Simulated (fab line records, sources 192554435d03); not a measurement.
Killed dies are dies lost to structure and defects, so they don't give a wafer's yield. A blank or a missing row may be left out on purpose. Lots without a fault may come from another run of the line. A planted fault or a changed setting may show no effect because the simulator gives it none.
fab line records | flow n5_finfet
record lots=12 wafers=35 last_day=18
route steps=1938 shown BEOL_M6@1255 TV_OPEN@1887 PAD_METAL@1893 PASSIVATION@1925
lots that met no fault: from a run of the same line without faults
start_h: hours from the record's first day to the start of the lot's first wafer shown | wait_h: hours since the lot's step before | " the same as in the row above | L1.1+2: a row that stands for several wafers | - no value, or no start given | * or withheld: withheld | < > ~ a bound
route shown NAME@n: a module of which the file shows steps, and the number in the route of the first | usual: mean/standard deviation of fault-free wafers | same: alike in all rows | chamber/n: place in a boat | sites: the reading at each site | _std_site: their standard deviation | _edge_site: outer sites' mean less inner sites' | radius_mm: how far each site lies from the wafer's centre | mask NAME#n: copy n | behind: the tool/chamber that last shaped the wafer | hold: why the lot was held/for how many hours/how that ended | device: the transistor (n, p or np) that didn't switch | end of line: the same wafers' tests at the end of the route | a step without rows: its recipe alone | killed: dies lost to structure and defects at the first sort, not the wafer's yield | map: a wafer's dies, x killed, . not, _ none there
set.NAME: the setting as run; set.NAME@STEP: as run at that earlier step | model.NAME: the simulator's own value behind a step, which no gauge read
steps of the route over a sample of lots; a table a step, a row a wafer
services: from which hour (start_h, from the record's first day; less than 0 if before it) a tool's chamber was out of use, for how many hours, and why
## steps
# step N5_BEOL_M6_ECD_50
# recipe material=Cu target_thk_a=3000
# columns lot.wafer tool chamber start_h wait_h
L943.1+4+6 ecd_cu-02 1,0,0 194.05 0.1
L944.2+3+5 ecd_cu-02 1,1,0 210.70 0.1
L945.1+2+4 ecd_cu-02 0,1,1 232.06 0.1
L948.4+5+6 ecd_cu-02 0,0,1 233.20 0.1
L951.1+2+4 ecd_cu-02 0,1,0 259.59 0.1
L950.2+4+5 ecd_cu-02 1,0,1 260.10 0.1
L949.3+6 ecd_cu-01 0 260.49 0.1
L953.4+5+6 ecd_cu-02 0,1,0 267.77 0.1
L955.2+5+6 ecd_cu-02 1,1,0 284.70 0.1
L957.1+2+4 ecd_cu-02 1,0,1 299.73 0.1
L958.1+5+6 ecd_cu-02 0,0,1 305.97 0.1
L965.1+2+4 ecd_cu-01 1,0,1 348.36 0.1
# step N5_PASSIVATION_PASS_ETCH_74
# recipe chemistry=CF4/O2 target=SiNx target_depth_a=2200 time_s=110 ion_energy_ev=100 pressure_mtorr=40 source_w=535 bias_w=49 Ar_flow_sccm=100 cf4_flow_sccm=100 O2_flow_sccm=10
# usual drypump_motor_current_A=5.79/0.23 oes_product_au=0.79/0.094 rf_vpp_V=239/3.4 showerhead_plenum_p_Torr=2.19/0.055 throttle_valve_pct=15.99/0.25
# columns lot.wafer tool chamber start_h wait_h drypump_motor_current_A oes_product_au rf_hours_counter_h rf_vpp_V showerhead_plenum_p_Torr throttle_valve_pct
L943.1 rie_diel-01 0 276.04 0.0 5.63 0.86 74 238 2.23 15.73
L943.4 " 1 " " 6.21 0.72 211 238 2.27 16.52
L943.6 " 2 " " 5.60 0.88 - 244 2.14 15.82
L944.2 rie_diel-01 3 289.78 0.0 5.55 0.68 227 237 2.18 15.90
L944.3 " 0 " " 5.69 0.85 78 238 2.23 15.73
L944.5 " 2 " " 5.61 0.87 - 245 2.14 15.84
L945.1 rie_diel-01 1 323.39 0.0 6.25 0.70 223 239 2.27 16.51
L945.2 " 0 " " 5.68 0.84 88 237 2.22 15.75
L945.4 " 2 " " 5.62 0.85 68 245 2.14 15.86
L948.4 rie_diel-06 1 329.71 0.0 5.70 1.01 1 232 2.26 15.88
L948.5 " 3 " " 5.87 0.86 - 237 2.15 16.17
L948.6 " 2 " " 6.00 0.71 - 234 2.18 16.08
L951.1 rie_diel-02 2 348.76 0.0 5.44 0.67 240 241 2.27 16.34
L951.2 " 0 " " 5.82 0.67 222 240 2.08 16.13
L951.4 " 3 " " 5.79 0.94 22 239 2.24 15.86
L950.2 rie_diel-02 3 356.48 0.0 5.80 0.92 24 240 2.24 15.86
L950.4 " 2 " " 5.45 0.67 242 240 2.27 16.34
L950.5 " 3 " " 5.84 0.93 - 239 2.24 15.87
L953.4 rie_diel-01 0 356.77 0.0 5.65 0.81 98 238 2.22 15.77
L953.5 " 1 " " 6.22 0.69 - 238 2.27 16.56
L953.6 " 2 " " 5.60 0.86 - 244 2.13 15.86
L949.3 rie_diel-06 0 368.74 0.0 5.86 0.80 79 240 2.14 15.85
L949.6 " 2 " " 5.99 0.69 - 235 2.18 16.11
L955.2 rie_diel-01 2 384.94 0.0 5.61 0.84 86 245 2.13 15.90
L955.5 " 2 " " 5.60 0.83 - 244 2.13 15.91
L955.6 " 0 " " 5.68 0.82 - 236 2.22 15.79
L957.1 rie_diel-06 0 384.95 0.0 5.83 0.79 84 240 2.14 15.85
L957.2 " 2 " " 5.99 0.69 231 235 2.18 16.11
L957.4 " 3 " " 5.90 0.83 64 239 2.15 16.20
L958.1 rie_diel-06 2 389.14 0.0 6.00 0.69 232 235 2.18 16.12
L958.5 " 2 " " 5.98 0.69 - 233 2.18 16.12
L958.6 " 1 " " 5.70 0.94 - 234 2.25 15.93
L965.1 rie_diel-01 2 435.26 0.0 5.63 0.83 103 243 2.12 15.92
L965.2 " 0 " " 5.68 0.81 125 235 2.21 15.82
L965.4 " 2 " " 5.62 0.82 - 243 2.12 15.94
# step N5_PASSIVATION_DEGAS_18
# recipe ambient=vacuum temp_c=300 time_s=60
# usual heater_power_w=454/49 susceptor_temp_C=300.00/0.19
# columns lot.wafer tool chamber start_h wait_h heater_power_w susceptor_temp_C
L943.1 pvd_sputter-02 - 276.72 0.2 401 299.84
L943.4 " - " " 486 300.03
L943.6 " - " " 484 300.07
L944.2 pvd_sputter-03 - 291.07 0.8 490 299.76
L944.3 " - " " 479 300.44
L944.5 " - " " 482 299.93
L945.1 pvd_sputter-02 - 324.91 1.0 495 300.08
L945.2 " - " " 468 300.14
L945.4 " - " " 397 299.85
L948.4 pvd_sputter-02 - 330.50 0.3 400 300.31
L948.5 " - " " 490 299.95
L948.6 " - " " 467 300.08
L951.1 pvd_sputter-01 - 349.87 0.6 442 299.85
L951.2 " - " " 475 300.13
L951.4 " - " " 546 299.83
L950.2 pvd_sputter-01 - 357.22 0.3 431 300.06
L950.4 " - " " 404 300.48
L950.5 " - " " 530 300.24
L953.4 pvd_sputter-03 - 357.65 0.4 410 300.22
L953.5 " - " " 466 300.12
L953.6 " - " " 384 300.00
L949.3 pvd_sputter-03 - 369.70 0.5 501 300.04
L949.6 " - " " 461 300.20
L955.2 pvd_sputter-03 - 385.83 0.4 493 299.89
L955.5 " - " " 379 300.19
L955.6 " - " " 510 300.19
L957.1 pvd_sputter-01 - 386.09 0.6 453 300.04
L957.2 " - " " 549 299.80
L957.4 " - " " 498 299.99
L958.1 pvd_sputter-01 - 389.77 0.1 441 300.15
L958.5 " - " " 537 300.06
L958.6 " - " " 407 300.08
L965.1 pvd_sputter-03 - 436.14 0.4 412 300.14
L965.2 " - " " 466 300.33
L965.4 " - " " 386 300.06
# step N5_PASSIVATION_CD_MEAS_44
# recipe target_cd_nm=40000 landing_energy_ev=500 detector=se_inlens
# usual cd_nm=40000/3.4
# columns lot.wafer tool chamber start_h wait_h cd_nm
L943.1 cd_sem-02 0 279.11 - 40002
L943.4 " 0 " " 40000
L943.6 " 0 " " 40001
L944.2 cd_sem-01 0 293.70 - 40000
L944.3 " 0 " " 40005
L944.5 " 0 " " 40002
L945.1 cd_sem-01 0 327.63 - 39999
L945.2 " 0 " " 39996
L945.4 " 0 " " 39997
L948.4 cd_sem-02 0 333.00 - 39998
L948.5 " 0 " " 39999
L948.6 " 0 " " 40001
L951.1 cd_sem-02 0 352.41 - 40003
L951.2 " 0 " " 40007
L951.4 " 0 " " 40005
L950.2 cd_sem-03 0 359.91 - 39997
L950.4 " 0 " " 39993
L950.5 " 0 " " 39997
L953.4 cd_sem-01 0 360.57 - 40005
L953.5 " 0 " " 40003
L953.6 " 0 " " 40001
L949.3 cd_sem-03 0 372.36 - 40004
L949.6 " 0 " " 40002
L955.2 cd_sem-03 0 388.40 - 40001
L955.5 " 0 " " 40003
L955.6 " 0 " " 40002
L957.1 cd_sem-03 0 388.83 - 40000
L957.2 " 0 " " 39999
L957.4 " 0 " " 39996
L958.1 cd_sem-01 0 392.16 - 39998
L958.5 " 0 " " 40000
L958.6 " 0 " " 39998
L965.1 cd_sem-03 0 439.17 - 39998
L965.2 " 0 " " 40005
L965.4 " 0 " " 40000
# step N5_PASSIVATION_PROBE_49
# usual defect_limited_yield=91.0/1.4 killed_at_M0_to_M3=36/10 killed_at_M4_up=15/5 killed_at_contacts=12/6.1 killed_at_front_end=40/13 killed_at_other=3.8/2.9 killed_dies=106/16 killed_on_rim=14/4.1 killed_open=68/12 killed_short=35/8.2 sort_bin_5_function=5.2/0.9 sort_bin_6_memory=3.4/0.71 sort_bin_8_speed=0.0/0.46 sort_n_pass=1073/17 sort_yield_pct=91.0/1.5
# same gross_dies=1180 killed_at_back_side=0 sort_bin_4_leakage[%]=0
# columns lot.wafer tool chamber start_h wait_h defect_limited_yield[%] killed_at_M0_to_M3 killed_at_M4_up killed_at_contacts killed_at_front_end killed_at_other killed_dies killed_on_rim killed_open killed_short sort_bin_5_function[%] sort_bin_6_memory[%] sort_bin_8_speed[%] sort_n_pass sort_yield_pct[%]
L955.2 prober-02 - 391.68 0.1 73.0 43 244 5 24 3 319 40 65 30 17.0 8.9 0 861 73.0
L955.5 prober-02 - 391.83 0.2 70.5 60 259 2 25 2 348 45 63 35 18.0 10.1 0 832 70.5
L955.6 prober-02 - 391.88 0.3 90.8 38 17 13 36 5 109 13 75 27 4.5 4.2 0 1071 90.8
L957.1 prober-01 - 392.30 0.0 70.0 51 234 9 55 5 354 39 85 42 17.5 10.9 0 826 70.0
L957.2 prober-01 - 392.35 0.1 90.8 40 14 7 43 4 108 16 74 28 5.9 2.4 0 1072 90.8
L957.4 prober-01 - 392.45 0.2 71.2 35 262 7 29 7 340 43 61 27 16.0 10.9 0 840 71.2
L958.1 prober-02 - 395.74 0.0 92.3 37 18 11 25 0 91 13 67 20 4.7 2.5 0 1089 92.3
L958.5 prober-02 - 395.94 0.2 92.2 53 12 3 23 1 92 11 67 20 5.0 2.5 0 1088 92.2
L958.6 prober-02 - 395.99 0.3 72.4 39 236 19 24 8 326 39 85 26 17.3 9.2 0 854 72.4
# killed by level:class
L955.2 BEOL_M6:unspecified=222 BEOL_M1:geometric_particle:open=11 BEOL_M0_SAQP:geometric_particle:short=8 BEOL_M0_SAQP:geometric_particle:open=7 BEOL_M4:geometric_particle:open=6 BEOL_M2:geometric_particle:open=6 FIN_SAQP:geometric_particle:open=4 STI_FIN_REVEAL:geometric_particle:open=4
L955.5 BEOL_M6:unspecified=247 BEOL_M0_SAQP:geometric_particle:short=13 BEOL_M0_SAQP:geometric_particle:open=13 BEOL_M1:geometric_particle:open=12 STI_FIN_REVEAL:geometric_particle:open=11 BEOL_M1:geometric_particle:short=6 BEOL_M3:geometric_particle:open=5 GATE_CUT:geometric_particle:open=4
L955.6 STI_FIN_REVEAL:geometric_particle:open=14 BEOL_M0_SAQP:geometric_particle:open=12 MOL_CONTACT_COAG:geometric_particle:open=10 BEOL_M2:geometric_particle:open=8 BEOL_M0_SAQP:geometric_particle:short=6 BEOL_M4:geometric_particle:open=6 HKMG_FIN:area_etch=6 BEOL_M3:geometric_particle:open=5
L957.1 BEOL_M6:unspecified=226 BEOL_M2:geometric_particle:open=18 STI_FIN_REVEAL:geometric_particle:open=14 FIN_SAQP:geometric_particle:open=11 FIN_SAQP:geometric_particle:short=10 BEOL_M0_SAQP:geometric_particle:open=9 GATE_CUT:geometric_particle:short=7 MOL_CONTACT_COAG:geometric_particle:open=7
L957.2 BEOL_M2:geometric_particle:open=18 STI_FIN_REVEAL:geometric_particle:open=9 BEOL_M0_SAQP:geometric_particle:open=9 MOL_CONTACT_COAG:geometric_particle:open=7 BEOL_M4:geometric_particle:open=7 GATE_CUT:geometric_particle:short=6 STI_FIN_REVEAL:geometric_particle:short=5 DUMMY_GATE:geometric_particle:open=5
L957.4 BEOL_M6:unspecified=249 STI_FIN_REVEAL:geometric_particle:open=9 BEOL_M4:geometric_particle:open=8 MOL_CONTACT_COAG:geometric_particle:open=7 BEOL_M0_SAQP:geometric_particle:short=7 BEOL_M1:geometric_particle:open=7 BEOL_M0_SAQP:geometric_particle:open=6 BEOL_M3:geometric_particle:open=6
L958.1 BEOL_M3:geometric_particle:open=12 MOL_CONTACT_COAG:geometric_particle:open=8 BEOL_M1:geometric_particle:open=8 BEOL_M4:geometric_particle:open=7 DUMMY_GATE:geometric_particle:open=5 BEOL_M0_SAQP:geometric_particle:short=5 BEOL_M2:geometric_particle:open=5 FIN_SAQP:geometric_particle:short=4
L958.5 BEOL_M2:geometric_particle:open=19 BEOL_M3:geometric_particle:open=17 BEOL_M1:geometric_particle:open=7 BEOL_M2:geometric_particle:short=5 ILD0:geometric_particle:open=3 MOL_CONTACT_COAG:geometric_particle:open=3 BEOL_M5:geometric_particle:open=3 BEOL_M10:geometric_particle:open=3
L958.6 BEOL_M6:unspecified=215 MOL_CONTACT_COAG:geometric_particle:open=18 BEOL_M4:geometric_particle:open=14 BEOL_M2:geometric_particle:open=13 BEOL_M3:geometric_particle:open=8 BEOL_M1:geometric_particle:open=7 GATE_CUT:geometric_particle:short=5 BEOL_M0_SAQP:geometric_particle:open=5
## services
# columns tool chamber start_h hours kind
rie_diel-02 - 174.85 0.5 repair
rie_diel-01 2 175.04 8.4 repair
rie_diel-02 1 176.31 7.1 repair
rie_diel-02 0 177.64 1.8 repair
ecd_cu-02 - 185.42 0.4 repair
rie_diel-01 2 193.75 29.0 repair
rie_diel-06 - 256.20 0.5 repair
ecd_cu-01 - 269.44 0.8 repair
rie_diel-02 2 274.36 2.9 repair
ecd_cu-02 - 280.55 2.0 repair
rie_diel-01 1 284.52 11.2 repair
rie_diel-06 1 295.03 8.2 repair
pvd_sputter-03 - 308.35 10.1 repair
pvd_sputter-02 - 340.03 24.0 repair
ecd_cu-01 - 355.10 0.3 repair
ecd_cu-01 - 364.09 0.6 repair
ecd_cu-01 - 371.03 4.2 repair
rie_diel-01 3 372.16 - clean
rie_diel-01 3 372.16 - consumable_replace:focus_ring
ecd_cu-02 - 406.38 3.5 repair
rie_diel-01 1 411.41 - clean
rie_diel-02 1 412.13 6.4 repair
ecd_cu-02 - 413.74 1.9 repair
rie_diel-01 - 413.97 1.2 repair
## key
first_sign step=N5_PASSIVATION_PROBE_49 reading=killed_at_M4_up direction=up sigmas=47 usual=15 struck=247
effect step=N5_PASSIVATION_PROBE_49 reading=defect_limited_yield direction=down sigmas=14 usual=91.0 struck=71.4
more_kills_born_at N5_BEOL_M6_ECD_50@ecd_cu-02=1159
met_at N5_BEOL_M6_ECD_50
struck_lots L955,L957,L958
struck_wafers L955.2,L955.5,L957.1,L957.4,L958.6
not_acting_at N5_PASSIVATION_PASS_ETCH_74,N5_PASSIVATION_DEGAS_18,N5_PASSIVATION_CD_MEAS_44
onset_between 267.77 284.70
fault kind=chamber_particle_source tool=ecd_cu-02 chamber=1 onset_h=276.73 steps=N5_BEOL_M6_ECD_50 rate_per_visit_cm2=0.44477 end_h=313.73
